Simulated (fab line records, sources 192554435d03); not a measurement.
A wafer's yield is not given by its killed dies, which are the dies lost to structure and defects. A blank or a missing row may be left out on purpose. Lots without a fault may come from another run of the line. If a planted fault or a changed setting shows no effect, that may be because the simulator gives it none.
Split-lot trial    flow n5-finfet    21 wafers read from 7 lots, route of 1938 steps

THE SPLIT ITSELF
At N5_BEOL_M1_ETCH_64 (etches SOC in N2/H2, target depth 75 nm, overetch 15 nm, time 112.5 s), the setting source-w was moved away from the recipe's 840 W on 7 of the 21 wafers read, by -17.7% to +14.7%. All remaining wafers had this setting at the recipe value.

The split's own step is where the reading is taken.

THE READING
rf-vpp-V, in V, at N5_BEOL_M1_ETCH_64 (etches SOC in N2/H2, target depth 75 nm, overetch 15 nm, time 112.5 s). A value of 524.0 V with a standard deviation of 2.6 V is what fault-free wafers of this fab line usually give.

wafer   tool, chamber at the split  source-w as run, W  against the recipe  rf-vpp-V, V  against lot-mates on the recipe
L077.3  rie-diel-06, 0              840                 recipe              526.1        -
L077.4  rie-diel-06, 3              963.5               +14.7%              500.2        -25.9
L077.6  rie-diel-06, 3              963.5               +14.7%              500.2        -25.9
L074.1  rie-diel-06, 3              840                 recipe              521.5        -
L074.3  rie-diel-06, 1              840                 recipe              519.0        -
L074.5  rie-diel-06, 3              840                 recipe              522.9        -
L081.4  rie-diel-06, 0              715.1               -14.9%              553.3        +27.4
L081.5  rie-diel-06, 0              840                 recipe              525.9        -
L081.6  rie-diel-06, 3              715.1               -14.9%              550.9        +25.0
L083.2  rie-diel-02, 2              840                 recipe              525.6        -
L083.3  rie-diel-02, 3              887.9               +5.7%               515.3        -9.1
L083.6  rie-diel-02, 1              840                 recipe              523.1        -
L087.1  rie-diel-06, 2              840                 recipe              526.4        -
L087.3  rie-diel-06, 3              691                 -17.7%              557.3        +30.9
L087.4  rie-diel-06, 1              691                 -17.7%              563.1        +36.7
L093.2  rie-diel-04, 2              840                 recipe              526.6        -
L093.4  rie-diel-04, 1              840                 recipe              521.4        -
L093.6  rie-diel-04, 3              840                 recipe              523.5        -
L096.3  rie-diel-04, 0              840                 recipe              528.2        -
L096.4  rie-diel-04, 3              840                 recipe              523.9        -
L096.6  rie-diel-04, 2              840                 recipe              526.2        -

THE FIT
A straight line over all 21 wafers: rf-vpp-V changes by -1.85 V for each +1% of source-w; r = -0.99; the points scatter about the line by 2.7 V.
The same after taking each lot's own level away (the mean of its wafers on the recipe; 21 wafers): -1.81 V for each +1%; r = -0.99; scatter 1.8 V.
Per that fit: largest source-w move, reading shift of 32 V.
Across the lots, their own levels run from 521.13 to 526.40 V, a range of 2.0 times the standard deviation given above.
The two slopes agree, so the slope changes little with the lot-to-lot level.
Check: with one of the wafers moved furthest among these (-17.7%) left out of the fit, the line predicts +32.8 V for it against its lot-mates. Against them it came out at +30.9 V.
Tool readings at the split's step, against how far the setting was moved: rf-vpp-V r = -0.99.

THE FILE'S OWN FIT
rf-vpp-V changes by -1.81 V for each +1% of source-w, r = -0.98.
